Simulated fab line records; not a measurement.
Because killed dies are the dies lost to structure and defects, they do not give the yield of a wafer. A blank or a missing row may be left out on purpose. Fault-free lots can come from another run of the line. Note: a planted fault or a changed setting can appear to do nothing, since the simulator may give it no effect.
Which tool is to blame? -- flow nand-harc -- 14 lots, 42 wafers sampled, at 5 steps of a route of 1159

## WHAT THE GAUGES READ, wafer by wafer
NHARC_P_M1_THK_MEAS_24: measures by xrf. Usual: thk-nm 157.6 nm, standard deviation 1.3.
lot,measured,on,thk-nm (nm),flag
L695,day 6 02:56,film-metro-02,157.2 155.6 157.0,
L696,day 6 17:51,film-metro-01,155.7 157.1 159.9,
L698,day 6 21:19,film-metro-01,156.6 156.9 153.6,
L700,day 7 00:00,film-metro-02,156.8 157.4 157.2,
L699,day 7 07:49,film-metro-02,157.1 157.3 158.6,
L701,day 7 16:50,film-metro-01,156.0 155.5 155.6,
L703,day 8 15:13,film-metro-01,156.6 158.4 159.3,
L706,day 8 20:19,film-metro-02,156.0 155.9 158.2,
L708,day 9 13:04,film-metro-02,158.1 155.4 157.4,
L710,day 10 04:22,film-metro-01,159.2 158.5 154.8,
L713,day 10 11:13,film-metro-02,159.4 158.1 157.1,
L712,day 10 13:23,film-metro-01,157.5 155.3 155.6,
L714,day 10 18:28,film-metro-01,159.8 158.5 159.4,
L716,day 11 06:59,film-metro-02,158.3 158.8 156.5,

NHARC_P_M1_INSPECT_27. Usual: raw-defect-count 293, standard deviation 130.
lot,measured,on,raw-defect-count,flag
L695,day 6 03:06,defect-inspect-02,167 347 248,
L696,day 6 18:01,defect-inspect-02,172 97 131,
L698,day 6 21:28,defect-inspect-02,423 302 190,
L700,day 7 00:10,defect-inspect-02,321 419 267,
L699,day 7 07:58,defect-inspect-01,277 377 270,
L701,day 7 16:59,defect-inspect-01,363 268 178,
L703,day 8 15:22,defect-inspect-01,564 375 315,
L706,day 8 20:28,defect-inspect-01,455 284 285,
L708,day 9 13:14,defect-inspect-02,183 246 504,
L710,day 10 04:31,defect-inspect-01,377 232 176,
L713,day 10 11:25,defect-inspect-02,199 212 232,
L712,day 10 13:34,defect-inspect-01,295 166 185,
L714,day 10 18:38,defect-inspect-02,160 228 231,
L716,day 11 07:08,defect-inspect-02,362 370 333,

NHARC_P_M2_CD_MEAS_09: the cd target is 170 nm. Usual: cd-nm 170.1 nm, standard deviation 0.46.
lot,measured,on,cd-nm (nm),flag
L695,day 6 04:23,cd-sem-02,170.8 170.2 171.0,
L696,day 6 19:25,cd-sem-02,170.0 170.0 170.5,
L698,day 6 22:51,cd-sem-02,170.3 170.3 170.0,
L700,day 7 01:41,cd-sem-02,170.1 169.0 170.2,
L699,day 7 09:14,cd-sem-03,170.8 170.6 170.6,
L701,day 7 18:22,cd-sem-03,170.6 170.7 169.9,
L703,day 8 16:46,cd-sem-02,170.3 169.8 169.9,
L706,day 8 22:03,cd-sem-02,169.5 168.9 169.4,
L708,day 9 14:28,cd-sem-01,169.9 170.1 170.2,
L710,day 10 05:55,cd-sem-01,170.1 170.1 169.7,
L713,day 10 12:48,cd-sem-01,170.5 170.3 169.7,
L712,day 10 14:58,cd-sem-01,170.5 169.8 170.6,
L714,day 10 19:55,cd-sem-02,196.7 197.3 197.9,OFF
L716,day 11 09:01,cd-sem-01,197.3 198.1 197.9,OFF

## WHICH TOOL RAN EACH LOT (tool, then ch and the chambers of the sampled wafers, then the start)
lot,NHARC_P_M1_DEP_33,NHARC_P_M2_PEB_07
L695,"pecvd-04 ch 0,1,2, day 6 03:22","litho-track-06 ch 0, day 6 04:17"
L696,"pecvd-04 ch 0,1,2, day 6 18:17","litho-track-06 ch 0, day 6 19:19"
L698,"pecvd-04 ch 0,1,2, day 6 21:37","litho-track-06 ch 0, day 6 22:46"
L700,"pecvd-01 ch 1,2, day 7 00:20","litho-track-01 ch 0, day 7 01:37"
L699,"pecvd-04 ch 0,1, day 7 08:07","litho-track-06 ch 0, day 7 09:10"
L701,"pecvd-03 ch 0,2, day 7 17:08","litho-track-04 ch 0, day 7 18:17"
L703,"pecvd-04 ch 0,1, day 8 15:31","litho-track-01 ch 0, day 8 16:41"
L706,"pecvd-04 ch 0,2, day 8 20:40","litho-track-01 ch 0, day 8 21:58"
L708,"pecvd-01 ch 0,1,2, day 9 13:25","litho-track-04 ch 0, day 9 14:23"
L710,"pecvd-04 ch 1,2, day 10 04:40","litho-track-06 ch 0, day 10 05:50"
L713,"pecvd-03 ch 1,2, day 10 11:33","litho-track-04 ch 0, day 10 12:43"
L712,"pecvd-03 ch 1,2, day 10 13:46","litho-track-06 ch 0, day 10 14:53"
L714,"pecvd-04 ch 0,1, day 10 18:47","litho-track-06 ch 0, day 10 19:50"
L716,"pecvd-03 ch 0,2, day 11 07:25","litho-track-06 ch 0, day 11 08:56"
- NHARC_P_M1_DEP_33: deposits SiCN, target thk 30 nm.
- NHARC_P_M2_PEB_07: peb time 65 s.

## WHAT THE TOOLS THEMSELVES READ (means of the sampled wafers that have a number; where no wafer has one, the mark that the record gives instead)
NHARC_P_M1_DEP_33. Usual: heater-power-outer-w 319 W, standard deviation 62; heater-power-w 570 W, standard deviation 82.
lot,tool,heater-power-outer-w (W),heater-power-w (W),flag
L695,pecvd-04,345,599,
L696,pecvd-04,324,585,
L698,pecvd-04,306,546,
L700,pecvd-01,360,634,
L699,pecvd-04,286,531,
L701,pecvd-03,356,606,
L703,pecvd-04,232,461,
L706,pecvd-04,346,607,
L708,pecvd-01,271,521,
L710,pecvd-04,378,644,
L713,pecvd-03,334,604,
L712,pecvd-03,313,589,
L714,pecvd-04,262,499,
L716,pecvd-03,332,581,

NHARC_P_M2_PEB_07. Usual: heater-power-total-W 156.6 W, standard deviation 0.43; plate-temp-C 99.98 C, standard deviation 0.13.
lot,tool,heater-power-total-W (W),plate-temp-C (C),flag
L695,litho-track-06,156.4,100.14,
L696,litho-track-06,156.0,99.85,
L698,litho-track-06,156.5,100.00,
L700,litho-track-01,156.6,99.85,
L699,litho-track-06,156.2,100.01,
L701,litho-track-04,156.5,100.08,
L703,litho-track-01,156.7,99.95,
L706,litho-track-01,157.0,99.82,
L708,litho-track-04,156.9,100.00,
L710,litho-track-06,156.4,99.89,
L713,litho-track-04,156.4,100.15,
L712,litho-track-06,156.7,99.97,
L714,litho-track-06,177.9,109.60,OFF
L716,litho-track-06,177.4,109.89,OFF

## THE ANSWER, worked out from the rows above alone
Rule: take the mean of a lot's wafers that have a number; if it is more than 3 standard deviations from the usual mean, the lot is off. A lot without any number at a reading at which 4 lots or more have one is off too. Any other lot the step has rows for is counted as sound. First the gauges in route order, then the tools' own readings, where a lot's mean is used as printed above. At the first step where some lot is off, the reading lying furthest off is the one used; lots without a number count as furthest.
Off, at NHARC_P_M2_CD_MEAS_09 on cd-nm: L714, L716.
If a tool, at a process step before that reading, ran all the lots that are off and no sound lot after the first of them, it fits. The gauges at NHARC_P_M2_CD_MEAS_09 aren't tried: what is off there is off at NHARC_P_M2_PEB_07 too, on other tools, and a gauge's error can't cause that. One fits: NHARC_P_M2_PEB_07 on litho-track-06. A fault onset in the window from L712 (day 10 14:53, its last sound lot) to L714 (day 10 19:50, its first lot off) fits.
The tool's own readings at NHARC_P_M2_PEB_07 bear it out: on the lots that are off they differ by more than 5 times the standard deviation of the sound lots' means. heater-power-total-W reads 177.7 W there against 156.5 W on the sound lots; plate-temp-C reads 109.75 C there against 99.98 C on the sound lots.

## WHAT HAD BEEN PUT IN BY THE SIMULATOR
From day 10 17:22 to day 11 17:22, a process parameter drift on litho-track-06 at NHARC_P_M2_PEB_07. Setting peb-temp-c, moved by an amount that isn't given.
Struck lots among those shown: L714, L716. The rule above reached the same finding.
